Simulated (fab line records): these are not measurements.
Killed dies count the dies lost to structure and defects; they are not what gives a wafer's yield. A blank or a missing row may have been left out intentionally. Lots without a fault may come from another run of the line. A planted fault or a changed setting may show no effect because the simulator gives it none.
fab line records | flow n5-finfet
record lots=9 | wafers=27 | last-day=17
route steps=1938 shown PMOS_HMC_CHANNEL_EPI@68 FIN_SAQP@104 BEOL_M4@1111
lots that met no fault: from a run of the same line without faults
start-h: the number of hours between the record's first day and the start of the first shown wafer of the lot | wait-h: hours since the lot's step before | " identical to the entry in the row above | L1.1+2: several wafers, shown together as one row | - either no value or no given start | * or withheld: withheld | < > ~ a bound
route shown NAME@n: a module of which the file shows steps, and the number in the route of the first | usual: the fault-free wafers' mean and standard deviation | same: alike in all rows | chamber/n: place in a boat | sites: readings site by site | _std_site: the standard deviation of these | _edge_site: the outer-site mean with the inner-site mean subtracted | radius-mm: for every site, how far away it sits from the centre of the wafer | mask NAME#n: copy n | behind: the tool/chamber that last shaped the wafer | hold: reason for holding the lot/hours on hold/outcome of the hold | device: which transistor (n, p or np) failed to switch | end of line: tests run on the same wafers once the route is complete | where a step has no rows: the recipe by itself | killed: count of dies lost to structure and defects at first sort (not the wafer's yield) | map: dies across one wafer; x = killed, . = not, _ = none there
set.NAME: the setting as run; set.NAME@STEP: as run at that earlier step | model.NAME: the simulator's own value behind a step, which no gauge read
a sample of lots followed through the steps of the route, with each step as a table and each wafer as a row
services: when a tool's chamber went out of use (start-h, in hours from the record's first day, below 0 if earlier), for how many hours, and the reason
## steps
# step N5_PMOS_HMC_CHANNEL_EPI_DESCUM_14
# recipe chemistry=O2 | time-s=7.9 | source-power-w=50 | bias-power-w=20 | pressure-mtorr=20 | rf-frequency-hz=2.712e+07 | temp-c=40 | resist=CAR-ArF-block | o2-flow-sccm=225
# usual drypump-motor-current-A=5.9/0.47 | oes-product-au=0.79/0.089 | rf-vpp-V=243.0/1.1 | showerhead-plenum-p-Torr=2.07/0.054 | throttle-valve-pct=20.30/0.28
lot.wafer | tool        | chamber | start-h | wait-h | drypump-motor-current-A | oes-product-au | rf-hours-counter-h | rf-vpp-V | showerhead-plenum-p-Torr | throttle-valve-pct
L978.1    | rie-diel-03 | 2       | 24.90   | 0.0    | 5.2                     | 0.76           | 148                | 244.5    | 2.10                     | 20.54
L978.4    | "           | 1       | "       | "      | 4.7                     | 0.69           | 241                | 244.1    | 2.05                     | 20.87
L978.5    | "           | 1       | "       | "      | 4.7                     | 0.69           | -                  | 242.6    | 2.05                     | 20.86
L980.2    | rie-diel-01 | 0       | 35.42   | 0.0    | 6.0                     | 0.78           | 108                | 242.3    | 2.13                     | 20.62
L980.3    | "           | 3       | "       | "      | 6.3                     | 0.79           | 79                 | 242.8    | 2.00                     | 20.05
L980.6    | "           | 1       | "       | "      | 5.7                     | 0.69           | -                  | 242.9    | 1.99                     | 20.43
L985.3    | rie-diel-03 | 3       | 65.42   | 0.2    | 6.4                     | 0.67           | 249                | 242.6    | 2.03                     | 19.98
L985.5    | "           | 3       | "       | "      | 6.4                     | 0.67           | -                  | 242.5    | 2.03                     | 19.97
L985.6    | "           | 0       | "       | "      | 6.5                     | 0.72           | -                  | 244.0    | 2.06                     | 20.42
L989.2    | rie-diel-05 | 3       | 89.87   | 0.0    | 5.5                     | 0.67           | 247                | 244.1    | 2.14                     | 20.46
L989.3    | "           | 0       | "       | "      | 6.4                     | 0.81           | 73                 | 244.2    | 2.04                     | 20.52
L989.6    | "           | 1       | "       | "      | 5.4                     | 0.87           | -                  | 243.1    | 2.12                     | 19.96
L993.4    | rie-diel-05 | 2       | 113.29  | 0.0    | 5.7                     | 0.90           | 25                 | 243.3    | 2.12                     | 19.88
L993.5    | "           | 1       | "       | "      | 5.5                     | 0.86           | -                  | 243.0    | 2.11                     | 19.97
L993.6    | "           | 0       | "       | "      | 6.4                     | 0.80           | -                  | 241.1    | 2.03                     | 20.51
L994.2    | rie-diel-05 | 0       | 119.84  | 0.0    | 6.4                     | 0.79           | 83                 | 242.2    | 2.03                     | 20.52
L994.4    | "           | 3       | "       | "      | 5.5                     | 1.01           | 1                  | 245.1    | 2.13                     | 20.27
L994.6    | "           | 1       | "       | "      | 5.4                     | 0.85           | -                  | 243.7    | 2.11                     | 20.00
L996.2    | rie-diel-03 | 0       | 131.57  | 0.0    | 6.6                     | 0.69           | 224                | 242.9    | 2.05                     | 20.46
L996.4    | "           | 2       | "       | "      | 5.2                     | 0.73           | -                  | 243.3    | 2.09                     | 20.61
L996.5    | "           | 0       | "       | "      | 6.5                     | 0.70           | -                  | 242.3    | 2.05                     | 20.46
L998.2    | rie-diel-05 | 1       | 142.97  | 0.0    | 5.5                     | 0.83           | 43                 | 243.5    | 2.11                     | 19.98
L998.5    | "           | 2       | "       | "      | 5.7                     | 0.89           | -                  | 245.0    | 2.11                     | 19.89
L998.6    | "           | 1       | "       | "      | 5.5                     | 0.84           | -                  | 242.7    | 2.11                     | 19.99
L999.2    | rie-diel-01 | 2       | 149.10  | 0.2    | 5.7                     | 0.90           | 27                 | 244.0    | 2.05                     | 20.27
L999.4    | "           | 1       | "       | "      | 5.7                     | 0.67           | 222                | 241.5    | 1.97                     | 20.46
L999.5    | "           | 3       | "       | "      | 6.3                     | 0.76           | -                  | 242.0    | 1.99                     | 20.11
# step N5_PMOS_HMC_CHANNEL_EPI_STRIP_33
# recipe chemistry=N2/H2 | power-w=500 | temp-c=40 | pressure-mtorr=50 | rf-frequency-hz=6e+07 | overash-fraction=0.3 | bias-power-w=8 | h2-frac=0.5 | n2-flow-sccm=300 | h2-flow-sccm=300
# usual drypump-motor-current-A=5.9/0.47 | oes-product-au=0.79/0.09 | rf-vpp-V=54.2/1.7 | showerhead-plenum-p-Torr=3.33/0.082 | throttle-valve-pct=18.9/0.37
lot.wafer | tool        | chamber | start-h | wait-h | drypump-motor-current-A | oes-product-au | rf-hours-counter-h | rf-vpp-V | showerhead-plenum-p-Torr | throttle-valve-pct
L978.1    | rie-diel-03 | 2       | 25.03   | 0.0    | 5.2                     | 0.77           | 148                | 54.6     | 3.35                     | 19.5
L978.4    | "           | 1       | "       | "      | 4.7                     | 0.71           | 241                | 54.4     | 3.33                     | 19.7
L978.5    | "           | 1       | "       | "      | 4.7                     | 0.70           | -                  | 57.9     | 3.33                     | 19.7
L980.2    | rie-diel-01 | 0       | 35.55   | 0.0    | 6.0                     | 0.78           | 108                | 55.8     | 3.37                     | 18.8
L980.3    | "           | 3       | "       | "      | 6.3                     | 0.81           | 79                 | 55.5     | 3.27                     | 18.9
L980.6    | "           | 1       | "       | "      | 5.7                     | 0.69           | -                  | 55.0     | 3.19                     | 18.8
L985.3    | rie-diel-03 | 3       | 65.55   | 0.0    | 6.4                     | 0.67           | 249                | 55.9     | 3.33                     | 19.3
L985.5    | "           | 3       | "       | "      | 6.4                     | 0.67           | -                  | 54.4     | 3.33                     | 19.3
L985.6    | "           | 0       | "       | "      | 6.6                     | 0.71           | -                  | 56.3     | 3.31                     | 18.6
L989.2    | rie-diel-05 | 3       | 90.00   | 0.0    | 5.5                     | 0.67           | 247                | 52.2     | 3.48                     | 19.4
L989.3    | "           | 0       | "       | "      | 6.4                     | 0.82           | 73                 | 53.8     | 3.29                     | 19.4
L989.6    | "           | 1       | "       | "      | 5.5                     | 0.90           | -                  | 54.9     | 3.40                     | 18.4
L993.4    | rie-diel-05 | 2       | 113.43  | 0.0    | 5.7                     | 0.92           | 25                 | 55.5     | 3.42                     | 18.7
L993.5    | "           | 1       | "       | "      | 5.5                     | 0.85           | -                  | 54.1     | 3.40                     | 18.4
L993.6    | "           | 0       | "       | "      | 6.4                     | 0.79           | -                  | 54.1     | 3.28                     | 19.4
L994.2    | rie-diel-05 | 0       | 119.97  | 0.0    | 6.4                     | 0.81           | 83                 | 51.7     | 3.28                     | 19.4
L994.4    | "           | 3       | "       | "      | 5.5                     | 1.00           | 1                  | 52.2     | 3.48                     | 19.1
L994.6    | "           | 1       | "       | "      | 5.5                     | 0.85           | -                  | 53.5     | 3.40                     | 18.4
L996.2    | rie-diel-03 | 0       | 131.71  | 0.0    | 6.6                     | 0.71           | 224                | 52.0     | 3.30                     | 18.7
L996.4    | "           | 2       | "       | "      | 5.2                     | 0.74           | -                  | 55.2     | 3.33                     | 19.5
L996.5    | "           | 0       | "       | "      | 6.6                     | 0.71           | -                  | 52.9     | 3.30                     | 18.7
L998.2    | rie-diel-05 | 1       | 143.10  | 0.0    | 5.4                     | 0.83           | 43                 | 50.7     | 3.39                     | 18.4
L998.5    | "           | 2       | "       | "      | 5.7                     | 0.89           | -                  | 55.6     | 3.42                     | 18.8
L998.6    | "           | 1       | "       | "      | 5.5                     | 0.83           | -                  | 54.3     | 3.39                     | 18.4
L999.2    | rie-diel-01 | 2       | 149.24  | 0.0    | 5.7                     | 0.91           | 27                 | 52.8     | 3.27                     | 18.6
L999.4    | "           | 1       | "       | "      | 5.7                     | 0.67           | 222                | 57.3     | 3.17                     | 18.9
L999.5    | "           | 3       | "       | "      | 6.3                     | 0.76           | -                  | 53.3     | 3.25                     | 18.9
# step N5_PMOS_HMC_CHANNEL_EPI_CMP_21
# recipe material=SiGe30 | post-cmp-clean=alkaline-brush | target-thk-nm=54
# usual edge-zone-pressure-frac=1.000/0.0051 | motor-current-A=12.2/0.7
lot.wafer | tool   | chamber | start-h | wait-h | edge-zone-pressure-frac | motor-current-A
L978.4    | cmp-03 | 0       | 27.10   | 0.1    | 0.996                   | 12.9
L978.1    | "      | 2       | "       | "      | 0.999                   | 12.5
L978.5    | "      | 3       | "       | "      | 0.999                   | 13.1
L980.2    | cmp-03 | 0       | 37.50   | 0.1    | 0.995                   | 11.6
L980.3    | "      | 1       | "       | "      | 1.007                   | 13.1
L980.6    | "      | 3       | "       | "      | 1.011                   | 12.7
L985.3    | cmp-03 | 1       | 67.72   | 0.1    | 0.999                   | 12.3
L985.6    | "      | 0       | "       | "      | 0.997                   | 12.2
L985.5    | "      | 1       | "       | "      | 1.000                   | 12.8
L989.3    | cmp-04 | 0       | 92.27   | 0.1    | 0.995                   | 11.1
L989.2    | "      | 2       | "       | "      | 0.988                   | 12.1
L989.6    | "      | 0       | "       | "      | 1.006                   | 11.6
L993.4    | cmp-04 | 2       | 115.33  | 0.1    | 0.997                   | 11.5
L993.6    | "      | 0       | "       | "      | 0.996                   | 11.0
L993.5    | "      | 1       | "       | "      | 1.004                   | 12.7
L994.2    | cmp-03 | 2       | 122.77  | 0.1    | 0.995                   | 12.7
L994.4    | "      | 0       | "       | "      | 0.992                   | 12.1
L994.6    | "      | 2       | "       | "      | 1.003                   | 13.0
L996.4    | cmp-01 | 1       | 133.69  | 0.2    | 0.997                   | 11.8
L996.2    | "      | 2       | "       | "      | 1.001                   | 10.7
L996.5    | "      | 1       | "       | "      | 1.000                   | 12.6
L998.2    | cmp-03 | 1       | 144.95  | 0.0    | 1.005                   | 12.7
L998.6    | "      | 1       | "       | "      | 1.000                   | 12.8
L998.5    | "      | 2       | "       | "      | 0.991                   | 12.5
L999.4    | cmp-04 | 0       | 151.12  | 0.1    | 0.999                   | 11.1
L999.2    | "      | 2       | "       | "      | 0.999                   | 11.6
L999.5    | "      | 3       | "       | "      | 0.998                   | 12.6
# step N5_FIN_SAQP_COAT_50
# recipe resist=SiARC | temp-c=220 | time-s=60 | spin-rpm=1500 | resist-thk-nm=35
# usual spin-speed-rpm=1500.0/1.1
lot.wafer | tool           | chamber | start-h | wait-h | spin-speed-rpm
L978.1    | litho-track-04 | 0       | 29.22   | -      | 1500.4
L978.4    | "              | 0       | "       | "      | 1501.4
L978.5    | "              | 0       | "       | "      | 1500.4
L980.2    | litho-track-03 | 0       | 39.24   | -      | 1501.5
L980.3    | "              | 0       | "       | "      | 1502.6
L980.6    | "              | 0       | "       | "      | 1500.9
L985.3    | litho-track-04 | 0       | 69.43   | -      | 1499.5
L985.5    | "              | 0       | "       | "      | 1499.7
L985.6    | "              | 0       | "       | "      | 1498.7
L989.2    | litho-track-04 | 0       | 94.35   | -      | 1500.3
L989.3    | "              | 0       | "       | "      | 1500.9
L989.6    | "              | 0       | "       | "      | 1499.3
L993.4    | litho-track-04 | 0       | 117.30  | -      | 1590.9
L993.5    | "              | 0       | "       | "      | 1591.4
L993.6    | "              | 0       | "       | "      | 1591.3
L994.2    | litho-track-04 | 0       | 124.58  | -      | 1589.1
L994.4    | "              | 0       | "       | "      | 1591.2
L994.6    | "              | 0       | "       | "      | 1591.0
L996.2    | litho-track-01 | 0       | 135.56  | -      | 1499.4
L996.4    | "              | 0       | "       | "      | 1502.0
L996.5    | "              | 0       | "       | "      | 1500.8
L998.2    | litho-track-03 | 0       | 146.78  | -      | 1500.1
L998.5    | "              | 0       | "       | "      | 1500.0
L998.6    | "              | 0       | "       | "      | 1497.5
L999.2    | litho-track-03 | 0       | 153.05  | -      | 1500.5
L999.4    | "              | 0       | "       | "      | 1499.8
L999.5    | "              | 0       | "       | "      | 1500.8
# step N5_BEOL_M4_RC_MEAS_101
# usual DIBL_N=37.3/2.3 | DIBL_P=37.4/2.9 | IOFF_N=0.18/0.045 | IOFF_P=0.25/0.054 | ION_N=679/15 | ION_P=468/9.7 | SS_N=71.8/0.62 | SS_P=73.6/0.76 | VT_N=248/4.1 | VT_P=-248/3.6
lot.wafer | tool      | chamber | start-h | wait-h | DIBL_N[mV/V] | DIBL_P[mV/V] | IOFF_N[nA/um] | IOFF_P[nA/um] | ION_N[uA/um] | ION_P[uA/um] | SS_N[mV/dec] | SS_P[mV/dec] | VT_N[mV] | VT_P[mV]
L978.1    | prober-01 | 0       | 182.56  | 0.0    | 36.8         | 37.7         | 0.16          | 0.26          | 687          | 483          | 72.0         | 74.3         | 247      | -246
L978.4    | "         | 0       | "       | "      | 36.2         | 35.5         | 0.14          | 0.24          | 669          | 466          | 71.4         | 73.4         | 251      | -245
L978.5    | "         | 0       | "       | "      | 37.5         | 37.9         | 0.17          | 0.28          | 689          | 482          | 71.9         | 73.8         | 246      | -246
L980.2    | prober-01 | 0       | 189.22  | 0.2    | 37.0         | 38.6         | 0.17          | 0.24          | 697          | 480          | 71.6         | 72.8         | 247      | -249
L980.3    | "         | 0       | "       | "      | 32.8         | 32.4         | 0.09          | 0.14          | 651          | 450          | 71.4         | 71.4         | 259      | -254
L980.6    | "         | 0       | "       | "      | 34.7         | 35.2         | 0.12          | 0.18          | 666          | 459          | 71.6         | 72.1         | 253      | -249
L985.3    | prober-02 | 0       | 216.15  | 0.3    | 40.4         | 39.5         | 0.25          | 0.31          | 708          | 483          | 72.6         | 74.4         | 242      | -243
L985.5    | "         | 0       | "       | "      | 38.3         | 36.6         | 0.18          | 0.26          | 667          | 464          | 71.1         | 73.6         | 246      | -245
L985.6    | "         | 0       | "       | "      | 38.9         | 38.0         | 0.20          | 0.27          | 701          | 481          | 72.2         | 73.5         | 245      | -245
L989.2    | prober-02 | 0       | 242.59  | 0.2    | 39.9         | 41.3         | 0.23          | 0.32          | 704          | 487          | 72.3         | 74.4         | 243      | -244
L989.3    | "         | 0       | "       | "      | 41.4         | 42.9         | 0.26          | 0.39          | 688          | 475          | 72.9         | 74.6         | 241      | -241
L989.6    | "         | 0       | "       | "      | 40.8         | 42.1         | 0.24          | 0.35          | 692          | 484          | 71.7         | 74.7         | 241      | -241
L993.4    | prober-02 | 0       | 269.11  | 0.5    | 33.5         | 34.4         | 0.14          | 0.20          | 669          | 463          | 70.6         | 73.1         | 251      | -249
L993.5    | "         | 0       | "       | "      | 32.0         | 33.1         | 0.13          | 0.19          | 679          | 468          | 70.6         | 72.6         | 249      | -250
L993.6    | "         | 0       | "       | "      | 35.5         | 35.0         | 0.16          | 0.21          | 652          | 450          | 71.8         | 73.5         | 251      | -253
L994.2    | prober-01 | 0       | 270.82  | 0.2    | 38.4         | 39.6         | 0.22          | 0.29          | 672          | 459          | 73.0         | 74.3         | 248      | -246
L994.4    | "         | 0       | "       | "      | 36.5         | 37.6         | 0.18          | 0.25          | 695          | 473          | 71.3         | 74.1         | 248      | -246
L994.6    | "         | 0       | "       | "      | 37.4         | 38.9         | 0.21          | 0.28          | 703          | 474          | 71.7         | 74.2         | 245      | -244
L996.2    | prober-02 | 0       | 274.66  | 0.2    | 39.6         | 38.4         | 0.19          | 0.25          | 683          | 464          | 71.9         | 74.1         | 248      | -251
L996.4    | "         | 0       | "       | "      | 41.1         | 40.5         | 0.23          | 0.32          | 682          | 467          | 73.4         | 74.8         | 246      | -244
L996.5    | "         | 0       | "       | "      | 36.8         | 33.9         | 0.14          | 0.17          | 653          | 449          | 71.7         | 72.3         | 255      | -253
L998.2    | prober-02 | 0       | 295.89  | 0.2    | 40.7         | 41.8         | 0.23          | 0.30          | 679          | 467          | 72.8         | 73.9         | 244      | -248
L998.5    | "         | 0       | "       | "      | 35.8         | 35.6         | 0.14          | 0.20          | 662          | 462          | 71.7         | 73.1         | 252      | -252
L998.6    | "         | 0       | "       | "      | 39.5         | 41.2         | 0.22          | 0.28          | 677          | 464          | 73.2         | 74.6         | 246      | -249
L999.2    | prober-01 | 0       | 300.67  | 0.2    | 38.2         | 37.6         | 0.17          | 0.22          | 663          | 455          | 72.4         | 73.6         | 254      | -252
L999.4    | "         | 0       | "       | "      | 38.9         | 41.0         | 0.22          | 0.31          | 688          | 470          | 72.6         | 74.6         | 244      | -246
L999.5    | "         | 0       | "       | "      | 34.8         | 34.9         | 0.12          | 0.19          | 654          | 460          | 71.5         | 73.9         | 257      | -251
## services
tool        | chamber | start-h | hours | kind
rie-diel-03 | -       | 3.42    | 0.6   | repair
rie-diel-05 | 2       | 5.34    | -     | clean
rie-diel-05 | 2       | 5.34    | -     | consumable-replace:focus-ring
rie-diel-05 | 2       | 5.34    | 13.8  | scheduled-down
rie-diel-05 | 2       | 5.34    | 13.8  | vent-cycle
cmp-03      | -       | 17.93   | 2.2   | repair
cmp-01      | -       | 18.78   | 1.2   | repair
rie-diel-05 | 2       | 21.66   | 3.6   | repair
cmp-01      | -       | 31.37   | 4.0   | pm
rie-diel-05 | 2       | 84.23   | 6.4   | repair
cmp-04      | -       | 92.54   | 5.5   | pm
cmp-03      | -       | 93.83   | 3.2   | repair
rie-diel-05 | 3       | 98.65   | -     | clean
rie-diel-05 | 3       | 98.65   | -     | consumable-replace:focus-ring
rie-diel-05 | 3       | 98.65   | 14.6  | scheduled-down
rie-diel-05 | 3       | 98.65   | 14.6  | vent-cycle
rie-diel-03 | 3       | 101.94  | 3.8   | repair
cmp-01      | -       | 107.28  | 1.0   | repair
cmp-01      | -       | 123.52  | 5.5   | pm
rie-diel-01 | 2       | 125.19  | 5.3   | repair
cmp-04      | -       | 129.22  | 6.5   | pm
rie-diel-03 | 3       | 130.46  | 6.6   | repair
cmp-01      | -       | 145.63  | 2.8   | repair
cmp-01      | -       | 150.54  | 10.2  | pm
## key
first-sign step=N5_FIN_SAQP_COAT_50 | reading=spin-speed-rpm | direction=up | sigmas=84 | usual=* | struck=*
effect none on later readings
met-at N5_FIN_SAQP_COAT_50
struck-lots L993,L994
not-acting-at N5_PMOS_HMC_CHANNEL_EPI_DESCUM_14,N5_PMOS_HMC_CHANNEL_EPI_STRIP_33,N5_PMOS_HMC_CHANNEL_EPI_CMP_21
onset-between 94.35 117.30
fault kind=process-parameter-drift | tool=litho-track-04 | chamber=- | onset-h=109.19 | steps=N5_FIN_SAQP_COAT_50 | channel=spin-rpm | offset=* | shape=step | end-h=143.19 | acts-in=* | stated=*
